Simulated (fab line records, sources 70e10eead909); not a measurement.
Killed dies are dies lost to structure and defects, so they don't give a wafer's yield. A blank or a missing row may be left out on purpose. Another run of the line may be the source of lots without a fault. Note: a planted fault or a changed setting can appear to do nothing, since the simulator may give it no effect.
fab line records	flow nandHarc	part 1 of 2: steps 1 to 20 of 30
[record] lots = 5	wafers = 15	lastDay = 24
route steps=1159 shown A_SLIT@792 A_SIN_REMOVE@804 A_WL_FILL@809
lots untouched by any fault: they come from a run of this same line in which no faults occurred
startH: start of the lot's first displayed wafer, in hours after the record's first day	waitH: time in hours since the lot's previous step	" unchanged from the row above	L1.1+2: one row covering several wafers at once	- either no value or no given start	* or withheld: withheld	< > ~ a bound
route shown NAME@n: NAME is a module with steps in the file, n the number in the route of the first one	usual: the fault-free wafers' mean and standard deviation	same: alike in all rows	chamber/n: place in a boat	sites: each site's reading	_std_site: standard deviation of those values	_edge_site: the outer-site mean with the inner-site mean subtracted	radiusMm: for every site, how far away it sits from the centre of the wafer	mask NAME#n: copy n	behind: the most recent tool/chamber to have shaped the wafer	hold: reason for holding the lot/hours on hold/outcome of the hold	device: whichever transistor did not switch (one of n, p or np)	end of line: tests of these same wafers at the route's end	step lacking rows: just its recipe	killed: at the first sort, the dies lost to defects and structure; wafer yield is something else	map: a wafer's dies, x killed, . not, _ none there
set.NAME: the run value of the setting; set.NAME@STEP: its run value at that earlier step	model.NAME: the simulator's own value behind a step, which no gauge read
certain route steps with their lots: each step a table, each wafer a row
services: a tool's chamber out of use, with start hour (startH, from the record's first day; less than 0 if before it), hours out, and reason
[[steps]]
[step NHARC_A_SLIT_INSPECT_11]
[usual] rawDefectCount = 19/9
lot.wafer	tool	chamber	startH	waitH	rawDefectCount
L077.1	defectInspect-02	-	323.02	0.0	13
L077.4	"	-	"	"	9
L077.6	"	-	"	"	11
L082.2	defectInspect-02	-	370.47	0.0	25
L082.3	"	-	"	"	22
L082.6	"	-	"	"	21
L089.1	defectInspect-01	-	417.27	0.0	19
L089.4	"	-	"	"	9
L089.6	"	-	"	"	13
L088.1	defectInspect-02	-	417.92	0.0	31
L088.2	"	-	"	"	20
L088.4	"	-	"	"	37
L095.1	defectInspect-01	-	455.84	0.0	20
L095.2	"	-	"	"	26
L095.4	"	-	"	"	18
[step NHARC_A_SLIT_DESCUM_14]
[recipe] timeS = 3	o2FlowSccm = 200	arFlowSccm = 0	biasPowerW = 0	chemistry = O2
[usual] drypumpMotorCurrentA = 5.8/0.45	oesProductAu = 0.995/0.01	rfVppV = 57.7/0.96	showerheadPlenumPTorr = 1.90/0.074	throttleValvePct = 11.311/0.0094
lot.wafer	tool	chamber	startH	waitH	drypumpMotorCurrentA	oesProductAu	rfHoursCounterH	rfVppV	showerheadPlenumPTorr	throttleValvePct
L077.4	rieDiel-08	3	323.09	0.1	5.4	0.989	1	58.2	1.91	11.309
L077.1	"	0	"	"	5.6	1.006	1	56.2	1.81	11.312
L077.6	"	3	"	"	5.4	0.993	-	57.7	1.91	11.311
L082.3	rieDiel-05	0	370.53	0.1	6.0	1.000	1	58.4	1.98	11.310
L082.2	"	2	"	"	5.0	0.983	1	57.1	1.87	11.306
L082.6	"	1	"	"	6.4	1.007	-	57.2	1.95	11.309
L089.4	rieDiel-08	0	417.34	0.1	5.6	0.996	7	57.6	1.81	11.303
L089.1	"	1	"	"	6.1	1.011	7	57.6	1.81	11.288
L089.6	"	0	"	"	5.6	1.003	-	57.5	1.81	11.316
L088.1	rieDiel-12	0	417.98	0.1	6.2	0.989	2	54.7	1.87	11.313
L088.2	"	2	"	"	6.4	1.009	2	57.6	2.05	11.307
L088.4	"	3	"	"	6.6	0.991	2	58.3	1.96	11.319
L095.4	rieDiel-08	3	455.90	0.1	5.4	1.001	12	57.5	1.91	11.309
L095.1	"	0	"	"	5.6	0.991	12	57.9	1.81	11.323
L095.2	"	1	"	"	6.1	1.001	11	57.6	1.81	11.308
[step NHARC_A_SLIT_ETCH_24]
[recipe] targetDepthA = 1210	timeS = 60.5	cf4FlowSccm = 100	chf3FlowSccm = 30	arFlowSccm = 0	rfW = 500	biasW = 200	chemistry = CF4/CHF3
[usual] drypumpMotorCurrentA = 5.8/0.47	oesProductAu = 0.961/0.017	rfVppV = 370.3/2.2	showerheadPlenumPTorr = 1.57/0.059	throttleValvePct = 16.803/0.0084
lot.wafer	tool	chamber	startH	waitH	drypumpMotorCurrentA	oesProductAu	rfHoursCounterH	rfVppV	showerheadPlenumPTorr	throttleValvePct
L077.4	rieDiel-08	1	323.17	0.1	6.2	0.988	1	367.0	1.49	16.805
L077.1	"	3	"	"	5.4	0.950	1	370.2	1.57	16.798
L077.6	"	1	"	"	6.1	0.995	-	367.7	1.49	16.806
L082.3	rieDiel-05	3	370.61	0.1	5.2	0.979	1	372.0	1.64	16.802
L082.2	"	0	"	"	6.0	0.965	1	374.0	1.63	16.793
L082.6	"	0	"	"	6.0	0.959	-	372.8	1.63	16.804
L089.4	rieDiel-08	0	417.42	0.1	5.6	0.973	7	366.8	1.49	16.814
L089.1	"	3	"	"	5.4	0.988	7	370.2	1.57	16.808
L089.6	"	1	"	"	6.1	0.979	-	367.2	1.49	16.808
L088.4	rieDiel-12	2	418.07	0.1	6.4	0.969	2	373.8	1.68	16.806
L088.1	"	3	"	"	6.7	0.954	2	371.0	1.61	16.800
L088.2	"	0	"	"	6.1	0.944	2	370.0	1.54	16.809
L095.4	rieDiel-08	3	455.99	0.1	5.4	0.930	12	369.3	1.57	16.791
L095.1	"	0	"	"	5.6	0.922	12	366.7	1.49	16.808
L095.2	"	1	"	"	6.1	0.939	11	367.2	1.49	16.804
[step NHARC_A_SLIT_ETCH_15]
[recipe] targetDepthA = 32000	overEtchFrac = 0.3	timeS = 832	ionEnergyEv = 150	o2FlowSccm = 400	cosFlowSccm = 20	arFlowSccm = 0	rfW = 500	biasW = 300	chemistry = O2/COS
[usual] cosFlowSccm = 20.00/0.059	drypumpMotorCurrentA = 5.9/0.48	oesProductAu = 0.998/0.01	rfVppV = 314.1/1.8	showerheadPlenumPTorr = 3.11/0.12	throttleValvePct = 28.329/0.0094
lot.wafer	tool	chamber	startH	waitH	cosFlowSccm	drypumpMotorCurrentA	oesProductAu	rfHoursCounterH	rfVppV	showerheadPlenumPTorr	throttleValvePct
L077.1	rieDiel-08	2	-	-	19.91	5.5	0.990	1	311.8	3.02	28.348
L077.4	"	0	"	"	20.03	5.6	1.001	1	312.2	2.96	28.312
L077.6	"	1	"	"	20.00	6.1	1.013	-	313.4	2.96	28.336
L082.2	rieDiel-05	3	-	-	20.13	5.2	0.983	1	316.0	3.25	28.314
L082.3	"	1	"	"	20.00	6.4	1.005	2	313.8	3.18	28.341
L082.6	"	0	"	"	19.98	6.0	0.990	-	315.0	3.23	28.332
L089.1	rieDiel-08	0	-	-	19.96	5.6	1.009	7	311.2	2.96	28.331
L089.4	"	3	"	"	20.03	5.4	1.005	7	314.1	3.11	28.337
L089.6	"	0	"	"	20.05	5.6	1.005	-	311.0	2.96	28.339
L088.1	rieDiel-12	3	-	-	19.96	6.6	1.005	2	316.1	3.19	28.328
L088.2	"	0	"	"	19.93	6.2	0.987	2	312.7	3.05	28.322
L088.4	"	1	"	"	19.95	5.7	0.997	2	315.6	3.15	28.312
L095.4	rieDiel-08	2	-	-	20.00	5.5	0.990	11	312.5	3.01	28.320
L095.1	"	3	"	"	20.00	5.4	1.007	12	314.5	3.11	28.330
L095.2	"	0	"	"	19.97	5.6	1.005	12	311.2	2.96	28.334
[step NHARC_A_SLIT_ETCH_17]
[recipe] biasV = 900	sourceW = withheld	pressureMtorr = 20	arFlowSccm = 375	c4f8FlowSccm = 83.3	o2FlowSccm = 41.7	timeS = 1687.5	targetDepthA = 1.01e+05	chemistry = C4F8/O2/Ar
[usual] drypumpMotorCurrentA = 5.9/0.47	showerheadPlenumPTorr = 3.73/0.072	throttleValvePct = 32.046/0.01
lot.wafer	tool	chamber	startH	waitH	drypumpMotorCurrentA	rfHoursCounterH	showerheadPlenumPTorr	throttleValvePct
L077.1	harEtch-01	1	325.38	-	5.3	3	3.80	32.054
L077.4	"	1	"	"	5.2	-	3.80	32.057
L077.6	"	1	"	"	5.3	-	3.80	32.049
L082.2	harEtch-01	1	376.16	-	5.3	29	3.78	32.034
L082.3	"	1	"	"	5.3	-	3.78	32.043
L082.6	"	1	"	"	5.3	-	3.78	32.063
L089.1	harEtch-02	1	418.35	-	6.5	212	3.75	32.035
L089.4	"	0	"	"	6.1	-	3.61	32.037
L089.6	"	0	"	"	6.1	-	3.61	32.054
L088.1	harEtch-01	0	418.75	-	5.7	47	3.77	32.038
L088.2	"	1	"	"	5.3	47	3.77	32.030
L088.4	"	0	"	"	5.7	-	3.77	32.041
L095.1	harEtch-01	0	456.67	-	5.7	61	3.77	32.029
L095.2	"	1	"	"	5.3	61	3.77	32.066
L095.4	"	1	"	"	5.3	-	3.77	32.049
[step NHARC_A_SLIT_ETCH_26]
[recipe] biasV = 400	sourceW = 2000	pressureMtorr = 25	timeS = 90	arFlowSccm = 375	c4f8FlowSccm = 41.7	o2FlowSccm = 83.3	targetDepthA = 4000	chemistry = C4F8/O2/Ar
[usual] drypumpMotorCurrentA = 5.9/0.47	showerheadPlenumPTorr = 3.77/0.074	throttleValvePct = 27.619/0.0094
lot.wafer	tool	chamber	startH	waitH	drypumpMotorCurrentA	rfHoursCounterH	showerheadPlenumPTorr	throttleValvePct
L077.1	harEtch-01	1	326.88	1.3	5.3	4	3.83	27.620
L077.4	"	1	"	"	5.3	-	3.83	27.625
L077.6	"	1	"	"	5.2	-	3.83	27.634
L082.2	harEtch-01	1	377.65	1.2	5.2	30	3.82	27.624
L082.3	"	1	"	"	5.2	-	3.82	27.624
L082.6	"	1	"	"	5.3	-	3.82	27.610
L089.1	harEtch-02	1	419.61	1.0	6.5	214	3.79	27.605
L089.4	"	0	"	"	6.1	-	3.64	27.634
L089.6	"	0	"	"	6.1	-	3.64	27.629
L088.1	harEtch-01	0	420.24	1.2	5.7	49	3.81	27.617
L088.2	"	1	"	"	5.3	49	3.81	27.624
L088.4	"	0	"	"	5.7	-	3.81	27.621
L095.1	harEtch-01	0	458.16	1.2	5.7	62	3.80	27.619
L095.2	"	1	"	"	5.2	62	3.80	27.617
L095.4	"	1	"	"	5.2	-	3.80	27.626
[step NHARC_A_SLIT_STRIP_28]
[recipe] o2FlowSccm = 400	cosFlowSccm = 20	arFlowSccm = 0	biasW = 0	chemistry = O2/COS
lot.wafer	tool	chamber	startH	waitH
L077.1+4+6	rieDiel-12	2,3,0	327.42	0.5
L082.3+2+6	rieDiel-12	2,3,2	378.17	0.4
L089.4+1+6	rieDiel-08	3,0,3	420.10	0.4
L088.1+4+2	rieDiel-05	2,3,0	420.76	0.5
L095.1+4+2	rieDiel-05	3,0,2	458.68	0.5
[step NHARC_A_SLIT_ETCH_29]
[recipe] targetDepthA = 1000	overetchA = 100	timeS = 55	ionEnergyEv = 100	cf4FlowSccm = 80	o2FlowSccm = 20	arFlowSccm = 0	rfW = 300	biasW = 100	chemistry = CF4/O2
[usual] drypumpMotorCurrentA = 5.8/0.51	oes_o_777_au = 1.000/0.0046	oesProductAu = 0.998/0.0092	rfVppV = 198.0/1.3	showerheadPlenumPTorr = 1.34/0.052	throttleValvePct = 13.397/0.0098
lot.wafer	tool	chamber	startH	waitH	drypumpMotorCurrentA	oes_o_777_au	oesProductAu	rfHoursCounterH	rfVppV	showerheadPlenumPTorr	throttleValvePct
L077.4	rieDiel-12	0	327.49	0.1	6.2	1.000	1.002	7	197.3	1.30	13.415
L077.1	"	3	"	"	6.6	0.994	0.991	7	197.4	1.37	13.393
L077.6	"	0	"	"	6.2	0.996	0.997	-	196.6	1.30	13.387
L082.3	rieDiel-12	1	378.27	0.1	5.7	1.001	0.992	10	198.5	1.35	13.387
L082.2	"	2	"	"	6.4	0.993	0.988	11	199.8	1.43	13.410
L082.6	"	3	"	"	6.6	0.997	0.988	-	198.9	1.37	13.399
L089.4	rieDiel-08	1	420.19	0.1	6.1	1.001	1.012	8	198.1	1.26	13.406
L089.1	"	0	"	"	5.6	0.997	1.004	8	197.5	1.26	13.402
L089.6	"	2	"	"	5.5	0.987	0.988	-	196.2	1.29	13.400
L088.1	rieDiel-05	3	420.85	0.1	5.2	0.997	0.995	6	199.5	1.39	13.399
L088.4	"	1	"	"	6.3	0.993	1.008	5	199.4	1.36	13.382
L088.2	"	2	"	"	5.0	0.994	0.992	6	197.7	1.30	13.380
L095.4	rieDiel-05	3	458.77	0.1	5.2	1.007	0.997	9	200.2	1.39	13.380
L095.2	"	0	"	"	6.0	1.007	0.992	8	199.9	1.38	13.410
L095.1	"	2	"	"	5.0	0.996	0.978	9	199.6	1.30	13.406
[step NHARC_A_SLIT_STRIP_18]
[recipe] o2FlowSccm = 500	arFlowSccm = 0	biasW = 0	chemistry = O2
[usual] drypumpMotorCurrentA = 5.8/0.51	oesProductAu = 0.996/0.0093	rfVppV = 57.9/0.81	showerheadPlenumPTorr = 3.53/0.13	throttleValvePct = 17.037/0.0091
lot.wafer	tool	chamber	startH	waitH	drypumpMotorCurrentA	oesProductAu	rfHoursCounterH	rfVppV	showerheadPlenumPTorr	throttleValvePct
L077.4	rieDiel-12	0	-	-	6.2	0.998	7	58.5	3.45	17.052
L077.1	"	1	"	"	5.8	0.993	7	56.4	3.57	17.035
L077.6	"	3	"	"	6.7	1.002	-	59.0	3.61	17.041
L082.3	rieDiel-12	0	-	-	6.2	1.004	10	56.4	3.45	17.030
L082.2	"	1	"	"	5.8	1.002	10	58.7	3.56	17.037
L082.6	"	2	"	"	6.4	0.998	-	57.7	3.77	17.038
L089.1	rieDiel-08	3	-	-	5.4	1.009	8	57.6	3.52	17.040
L089.4	"	1	"	"	6.1	1.011	8	56.8	3.35	17.033
L089.6	"	0	"	"	5.6	1.012	-	58.3	3.35	17.030
L088.1	rieDiel-05	0	-	-	6.1	1.005	5	57.1	3.65	17.040
L088.2	"	1	"	"	6.4	1.010	5	59.0	3.59	17.021
L088.4	"	2	"	"	5.0	0.988	6	58.0	3.45	17.022
L095.4	rieDiel-05	1	-	-	6.4	0.994	9	57.1	3.59	17.046
L095.2	"	2	"	"	5.0	0.984	9	56.9	3.44	17.052
L095.1	"	3	"	"	5.2	0.985	9	57.8	3.67	17.034
[step NHARC_A_SLIT_PRECLEAN_19]
[recipe] timeS = *	tempC = 50	bathAgeMin = 0	chemistry = SC1
[same] bathAgeMin = 0
lot.wafer	tool	chamber	startH	waitH
L077.6+1+4	wetBench-01	0,1,3	327.90	-
L082.3+6+2	wetBench-03	2,3,4	378.67	-
L089.1+6+4	wetBench-03	1,2,4	420.59	-
L088.1+2+4	wetBench-03	5,6,2	421.25	-
L095.2+1+4	wetBench-03	5,7,1	459.17	-
[step NHARC_A_SLIT_SRD_20]
lot.wafer	tool	chamber	startH	waitH
L077.6+1+4	wetBench-01	0,1,3	-	-
L082.3+6+2	wetBench-03	2,3,4	-	-
L089.1+6+4	wetBench-03	1,2,4	-	-
L088.1+2+4	wetBench-03	5,6,2	-	-
L095.2+1+4	wetBench-03	5,7,1	-	-
[step NHARC_A_SLIT_CD_MEAS_21]
[usual] cdNm = 289.7/1
lot.wafer	tool	chamber	startH	waitH	cdNm
L077.1	cdSem-03	-	328.03	-	288.9
L077.4	"	-	"	"	290.0
L077.6	"	-	"	"	290.0
L082.2	cdSem-02	-	378.80	-	290.2
L082.3	"	-	"	"	289.5
L082.6	"	-	"	"	289.7
L089.1	cdSem-01	-	420.73	-	289.8
L089.4	"	-	"	"	289.5
L089.6	"	-	"	"	290.3
L088.1	cdSem-01	-	421.39	-	290.1
L088.2	"	-	"	"	289.5
L088.4	"	-	"	"	290.5
L095.1	cdSem-02	-	459.31	-	291.0
L095.2	"	-	"	"	290.8
L095.4	"	-	"	"	289.9
[step NHARC_A_SIN_REMOVE_WET_00]
[recipe] tempC = 160	timeS = 15300	chemistry = H3PO4
lot.wafer	tool	chamber	startH	waitH
L077.1+4+6	wetH3po4-01	1	330.76	2.7
L082.2+3+6	wetH3po4-02	1	381.53	2.7
L088.1+2+4	wetH3po4-01	0	423.46	2.1
L089.1+4+6	wetH3po4-01	1	423.46	2.7
L095.1+2+4	wetH3po4-02	1	462.04	2.7
[step NHARC_A_SIN_REMOVE_PRECLEAN_01]
[recipe] timeS = *	tempC = 50	bathAgeMin = 0	chemistry = SC1
[same] bathAgeMin = 0
lot.wafer	tool	chamber	startH	waitH
L077.6+1+4	wetBench-05	2,3,5	335.58	0.0
L082.2+3+6	wetBench-05	1,2,5	386.34	0.0
L089.6+4+1	wetBench-02	1,3,6	428.21	0.0
L088.1+4+2	wetBench-07	0,3,5	428.21	0.0
L095.1+4+2	wetBench-07	7,0,3	466.84	0.0
[step NHARC_A_SIN_REMOVE_SRD_02]
lot.wafer	tool	chamber	startH	waitH
L077.6+1+4	wetBench-05	2,3,5	-	-
L082.2+3+6	wetBench-05	1,2,5	-	-
L088.1+4+2	wetBench-07	0,3,5	-	-
L089.6+4+1	wetBench-02	1,3,6	428.28	0.1
L095.1+4+2	wetBench-07	7,0,3	466.90	0.0
[step NHARC_A_SIN_REMOVE_INSPECT_04]
[usual] rawDefectCount = 311/84
lot.wafer	tool	chamber	startH	waitH	rawDefectCount
L077.1	defectInspect-02	-	335.75	0.0	357
L077.4	"	-	"	"	402
L077.6	"	-	"	"	242
L082.2	defectInspect-02	-	386.52	0.0	279
L082.3	"	-	"	"	283
L082.6	"	-	"	"	288
L088.1	defectInspect-01	-	428.40	0.0	410
L088.2	"	-	"	"	355
L088.4	"	-	"	"	276
L089.1	defectInspect-02	-	428.43	0.0	243
L089.4	"	-	"	"	285
L089.6	"	-	"	"	313
L095.1	defectInspect-02	-	467.05	0.0	267
L095.2	"	-	"	"	401
L095.4	"	-	"	"	518
[step NHARC_A_WL_FILL_ALD_00]
[recipe] targetThkA = 30	pulseTimeS = 3	aldCycles = 30	tempC = 300	material = Al2O3
[usual] heaterPowerW = 462/33	precursorPulseHeightRel = 0.999/0.018
lot.wafer	tool	chamber	startH	waitH	heaterPowerW	precursorPulseHeightRel
L077.4	aldHk-04	3	335.82	0.1	466	1.038
L077.1	"	2	"	"	488	0.999
L077.6	"	3	"	"	454	0.997
L082.3	aldHk-01	3	386.62	0.1	412	1.004
L082.2	"	0	"	"	464	0.980
L082.6	"	3	"	"	400	1.000
L088.4	aldHk-04	2	428.46	0.1	479	0.984
L088.1	"	3	"	"	481	0.971
L088.2	"	1	"	"	445	0.992
L089.4	aldHk-02	1	428.49	0.1	428	0.968
L089.1	"	0	"	"	504	0.993
L089.6	"	1	"	"	431	1.018
L095.1	aldHk-04	3	467.12	0.1	474	0.980
L095.2	"	1	"	"	451	1.024
L095.4	"	2	"	"	482	0.992
[step NHARC_A_WL_FILL_RTA_01]
[recipe] tempC = 1000	timeS = 5
[usual] annealTempCMax = 1007.6/1.5	lampPowerPct = 30.9/0.78	wafer_temp_C_max = 1004.6/1.4
lot.wafer	tool	chamber	startH	waitH	annealTempCMax	lampPowerPct	wafer_temp_C_max
L077.1	rtpAnneal-02	0	336.09	-	1009.9	31.8	1007.9
L077.4	"	0	"	"	1007.1	31.7	1005.9
L077.6	"	0	"	"	1008.5	31.7	1006.7
L082.2	rtpAnneal-01	0	386.88	-	1007.2	30.2	1004.2
L082.3	"	0	"	"	1006.4	30.1	1003.9
L082.6	"	0	"	"	1005.3	30.2	1003.1
L088.1	rtpAnneal-01	0	428.74	-	1005.0	30.1	1003.4
L088.2	"	0	"	"	1006.0	30.2	1003.4
L088.4	"	0	"	"	1007.3	30.2	1004.0
L089.1	rtpAnneal-02	0	428.76	-	1007.8	31.7	1006.0
L089.4	"	0	"	"	1008.8	31.7	1005.0
L089.6	"	0	"	"	1006.2	31.7	1006.1
L095.1	rtpAnneal-02	0	467.55	-	1006.0	31.7	1006.1
L095.2	"	0	"	"	1006.8	31.7	1006.6
L095.4	"	0	"	"	1009.3	31.7	1004.8
[step NHARC_A_WL_FILL_ALD_02]
[recipe] targetThkA = 20	pulseTimeS = 3	aldCycles = 100	tempC = 450	material = TiN
[usual] heaterPowerW = 1126/110	precursorPulseHeightRel = 1.004/0.019
lot.wafer	tool	chamber	startH	waitH	heaterPowerW	precursorPulseHeightRel
L077.4	aldMetal-02	0	336.34	0.1	1106	1.019
L077.1	"	2	"	"	1063	1.000
L077.6	"	0	"	"	1106	1.027
L082.2	aldMetal-04	3	387.11	0.2	1291	1.017
L082.3	"	0	"	"	1144	1.018
L082.6	"	2	"	"	1095	1.020
L088.2	aldMetal-04	0	429.00	0.2	1183	1.005
L088.4	"	1	"	"	873	1.011
L088.1	"	2	"	"	1087	1.016
L089.4	aldMetal-02	2	429.04	0.2	1134	1.017
L089.1	"	1	"	"	1253	0.986
L089.6	"	3	"	"	1077	1.017
L095.4	aldMetal-02	0	467.77	0.1	1086	1.023
L095.1	"	2	"	"	1114	0.989
L095.2	"	3	"	"	1106	0.977
[step NHARC_A_WL_FILL_CVD_03]
[recipe] targetThkA = 400	tempC = 300	pressureTorr = 40	wf6FlowSccm = 40	h2FlowSccm = 1600	arFlowSccm = 1560	timeS = 3302	material = W
[usual] heaterPowerW = 471/19	throttleValvePct = 8.12/0.3
lot.wafer	tool	chamber	startH	waitH	heaterPowerW	throttleValvePct
L077.1	cvdW-02	1	338.40	1.7	495	8.56
L077.4	"	0	"	"	483	7.82
L077.6	"	1	340.29	3.6	493	8.53
L082.2	cvdW-01	1	393.00	5.5	467	8.44
L082.3	"	1	"	"	460	8.65
L082.6	"	1	"	"	462	8.17
L088.1	cvdW-02	1	433.38	4.0	493	8.07
L088.2	"	0	"	"	460	7.94
L088.4	"	1	"	"	489	8.06
L089.1	cvdW-01	0	433.93	4.5	467	7.91
L089.4	"	1	"	"	461	8.52
L089.6	"	1	"	"	448	8.24
L095.1	cvdW-01	0	471.99	3.8	461	7.45
L095.2	"	1	"	"	460	8.36
L095.4	"	1	"	"	471	8.37
